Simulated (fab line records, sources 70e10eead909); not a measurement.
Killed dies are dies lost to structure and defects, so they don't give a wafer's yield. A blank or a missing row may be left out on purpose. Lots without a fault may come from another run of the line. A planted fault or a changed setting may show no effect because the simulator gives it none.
Which tool did it? | flow nand_harc | 13 lots, 39 wafers sampled, at 5 steps of a route of 1302

WHAT THE GAUGES READ, wafer by wafer
NHARC_A_CONTACT_CD_MEAS_69: target cd 300 nm. Usual: cd_nm 300.0 nm, standard deviation 0.61.
lot  | measured     | on        | cd_nm (nm)        | flag
L641 | day 21 13:06 | cd_sem-02 | 300.1 301.1 300.2 |
L642 | day 22 05:05 | cd_sem-03 | 300.0 300.5 300.5 |
L643 | day 22 15:56 | cd_sem-02 | 299.7 300.9 300.7 |
L644 | day 23 06:41 | cd_sem-03 | 300.8 299.5 300.6 |
L647 | day 24 02:47 | cd_sem-03 | 299.7 299.3 299.9 |
L654 | day 28 02:58 | cd_sem-03 | 300.1 299.1 299.6 |
L657 | day 28 08:07 | cd_sem-03 | 300.0 300.0 299.7 |
L659 | day 29 08:29 | cd_sem-03 | 299.5 299.6 298.9 |
L660 | day 29 23:00 | cd_sem-01 | 300.2 300.8 300.0 |
L661 | day 30 00:52 | cd_sem-02 | 300.3 300.3 299.6 |
L662 | day 30 12:27 | cd_sem-02 | 299.8 299.4 299.8 |
L663 | day 31 00:27 | cd_sem-03 | 300.6 301.6 300.3 |
L664 | day 31 00:49 | cd_sem-03 | 299.9 300.7 300.7 |

NHARC_END_SORT_01. Usual: killed_at_array 56, standard deviation 20; killed_at_other 0.9, standard deviation 1.1; killed_at_periphery 3.7, standard deviation 3; killed_dies 61, standard deviation 21; killed_open 2.9, standard deviation 1.6; killed_short 2.6, standard deviation 1.4.
lot  | measured     | on        | killed_at_array | killed_at_other | killed_at_periphery | killed_dies | killed_open | killed_short | flag
L647 | day 26 14:56 | prober-02 | 76 63 675       | 0 1 0           | 2 2 1               | 78 66 676   | 0 3 2       | 3 4 2        | OFF

WHICH TOOL RAN EACH LOT (tool, then ch and the chambers of the sampled wafers, then the start)
lot  | NHARC_A_CONTACT_DEP_58          | NHARC_A_CONTACT_ETCH_78            | NHARC_A_CONTACT_ETCH_129
L641 | pecvd-03 ch 0,1,2, day 21 12:23 | rie_diel-13 ch 0,1,2, day 21 14:05 | har_cap_etch-03 ch 0,1, day 21 15:44
L642 | pecvd-01 ch 0,2, day 22 04:22   | rie_diel-01 ch 0,2,3, day 22 08:44 | har_cap_etch-03 ch 0,1, day 22 10:35
L643 | pecvd-03 ch 0,1,2, day 22 15:13 | rie_diel-02 ch 0,1,2, day 22 16:44 | har_cap_etch-01 ch 0,1, day 22 18:35
L644 | pecvd-01 ch 0,2, day 23 05:59   | rie_diel-02 ch 0,2,3, day 23 07:46 | har_cap_etch-03 ch 0,1, day 23 09:27
L647 | pecvd-04 ch 1,2, day 24 02:12   | rie_diel-02 ch 0,1,3, day 24 03:41 | har_cap_etch-02 ch 0,1, day 24 05:26
L654 | pecvd-03 ch 1,2, day 28 02:22   | rie_diel-02 ch 2,3, day 28 03:58   | har_cap_etch-02 ch 0,1, day 28 05:49
L657 | pecvd-04 ch 0,2, day 28 07:23   | rie_diel-02 ch 0,1, day 28 08:55   | har_cap_etch-03 ch 0,1, day 28 10:44
L659 | pecvd-04 ch 1,2, day 29 07:46   | rie_diel-01 ch 1,2,3, day 29 09:31 | har_cap_etch-01 ch 0,1, day 29 11:12
L660 | pecvd-03 ch 0,1,2, day 29 22:20 | rie_diel-02 ch 0,2,3, day 29 23:59 | har_cap_etch-01 ch 0,1, day 30 01:41
L661 | pecvd-03 ch 0,1,2, day 30 00:09 | rie_diel-02 ch 1,2, day 30 01:46   | har_cap_etch-03 ch 0,1, day 30 03:31
L662 | pecvd-01 ch 0,1,2, day 30 11:43 | rie_diel-13 ch 0,1,2, day 30 13:15 | har_cap_etch-02 ch 0,1, day 30 15:06
L663 | pecvd-03 ch 1,2, day 30 23:47   | rie_diel-13 ch 0,1,3, day 31 01:20 | har_cap_etch-01 ch 0,1, day 31 03:08
L664 | pecvd-04 ch 0,1, day 31 00:06   | rie_diel-02 ch 0,1,3, day 31 01:37 | har_cap_etch-03 ch 0,1, day 31 03:29
- NHARC_A_CONTACT_DEP_58: deposits SiON, target thk 90 nm.
- NHARC_A_CONTACT_ETCH_78: etches the open film in O2/COS, target depth 5300 nm, time 1378 s.
- NHARC_A_CONTACT_ETCH_129: etches the open film in C4F8/O2/Ar, time 197 s, target depth 1918 nm.

WHAT THE TOOLS THEMSELVES READ (means of the sampled wafers that have a number; where no wafer has one, the mark that the record gives instead)
NHARC_A_CONTACT_DEP_58. Usual: heater_power_w 776 W, standard deviation 92; susceptor_temp_C 399.99 C, standard deviation 0.24.
lot  | tool     | heater_power_w (W) | susceptor_temp_C (C) | flag
L641 | pecvd-03 | 866                | 400.04               |
L642 | pecvd-01 | 772                | 399.87               |
L643 | pecvd-03 | 820                | 400.15               |
L644 | pecvd-01 | 834                | 400.13               |
L647 | pecvd-04 | 653                | 399.98               |
L654 | pecvd-03 | 791                | 400.03               |
L657 | pecvd-04 | 652                | 400.10               |
L659 | pecvd-04 | 610                | 399.83               |
L660 | pecvd-03 | 838                | 399.75               |
L661 | pecvd-03 | 850                | 400.21               |
L662 | pecvd-01 | 799                | 400.00               |
L663 | pecvd-03 | 776                | 400.11               |
L664 | pecvd-04 | 648                | 400.03               |

NHARC_A_CONTACT_ETCH_78. Usual: drypump_motor_current_A 5.7 A, standard deviation 0.57; mfc_ar_sccm 0.009 sccm, standard deviation 0.011; oes_product_au 1.004 a.u., standard deviation 0.012; rf_vpp_V 314.6 V, standard deviation 1.9; showerhead_plenum_p_Torr 3.16 Torr, standard deviation 0.13; throttle_valve_pct 28.330 %, standard deviation 0.0089.
lot  | tool        | drypump_motor_current_A (A) | mfc_ar_sccm (sccm) | oes_product_au (a.u.) | rf_vpp_V (V) | showerhead_plenum_p_Torr (Torr) | throttle_valve_pct (%) | flag
L641 | rie_diel-13 | 5.9                         | 0.017              | 0.994                 | 315.0        | 3.21                            | 28.331                 |
L642 | rie_diel-01 | 5.6                         | 0.001              | 1.004                 | 314.3        | 3.16                            | 28.332                 |
L643 | rie_diel-02 | 5.3                         | 0.006              | 1.022                 | 312.7        | 3.04                            | 28.328                 |
L644 | rie_diel-02 | 5.5                         | 0.014              | 1.006                 | 313.7        | 3.03                            | 28.328                 |
L647 | rie_diel-02 | 5.7                         | 0.014              | 0.951                 | 313.6        | 3.10                            | 28.322                 | OFF
L654 | rie_diel-02 | 6.1                         | 0.016              | 0.998                 | 313.8        | 3.16                            | 28.334                 |
L657 | rie_diel-02 | 5.2                         | 0.012              | 1.013                 | 313.4        | 3.12                            | 28.322                 |
L659 | rie_diel-01 | 5.8                         | 0.001              | 1.002                 | 314.2        | 3.10                            | 28.330                 |
L660 | rie_diel-02 | 5.5                         | 0.014              | 1.008                 | 315.1        | 3.18                            | 28.332                 |
L661 | rie_diel-02 | 5.4                         | 0.000              | 1.000                 | 315.2        | 3.27                            | 28.330                 |
L662 | rie_diel-13 | 5.9                         | 0.017              | 0.989                 | 314.8        | 3.18                            | 28.334                 |
L663 | rie_diel-13 | 6.1                         | 0.017              | 1.004                 | 316.0        | 3.30                            | 28.326                 |
L664 | rie_diel-02 | 5.7                         | 0.014              | 1.008                 | 314.2        | 3.09                            | 28.328                 |

NHARC_A_CONTACT_ETCH_129. Usual: oes_air_line_au 0.998 a.u., standard deviation 0.02.
lot  | tool            | oes_air_line_au (a.u.) | flag
L641 | har_cap_etch-03 | 1.005                  |
L642 | har_cap_etch-03 | 1.016                  |
L643 | har_cap_etch-01 | 0.985                  |
L644 | har_cap_etch-03 | 0.997                  |
L647 | har_cap_etch-02 | 0.991                  |
L654 | har_cap_etch-02 | 1.001                  |
L657 | har_cap_etch-03 | 1.021                  |
L659 | har_cap_etch-01 | 0.990                  |
L660 | har_cap_etch-01 | 0.995                  |
L661 | har_cap_etch-03 | 0.994                  |
L662 | har_cap_etch-02 | 0.993                  |
L663 | har_cap_etch-01 | 0.981                  |
L664 | har_cap_etch-03 | 0.980                  |

THE ANSWER, worked out from the rows above alone
Rule: a lot is off if the mean of its wafers that have a number lies more than 3 standard deviations from the usual mean. A lot without any number at a reading at which 4 lots or more have one is off too. The other lots that the step has rows for count as sound. The gauges are gone through in route order, then the tools' own readings, and for those a lot's mean is taken as printed above. The first step at which some lot is off is used, and at that step the reading that is off furthest; a lot without a number counts as furthest.
Off: L647, at NHARC_END_SORT_01 (killed_at_array). Neither off nor sound, because the step has no rows for them: L641, L642, L643, L644, L654, L657, L659, L660, L661, L662, L663, L664.
A tool fits if, at a process step before that reading, it ran every lot that is off, and no sound lot after the first of them. The gauges at NHARC_END_SORT_01 aren't tried: what is off there is off at NHARC_A_CONTACT_ETCH_78 too, on other tools, and a gauge's error can't cause that. Can't be told from this: 3 tools fit, pecvd-04 at NHARC_A_CONTACT_DEP_58, rie_diel-02 at NHARC_A_CONTACT_ETCH_78, har_cap_etch-02 at NHARC_A_CONTACT_ETCH_129.

WHAT THE SIMULATOR HAD PUT IN
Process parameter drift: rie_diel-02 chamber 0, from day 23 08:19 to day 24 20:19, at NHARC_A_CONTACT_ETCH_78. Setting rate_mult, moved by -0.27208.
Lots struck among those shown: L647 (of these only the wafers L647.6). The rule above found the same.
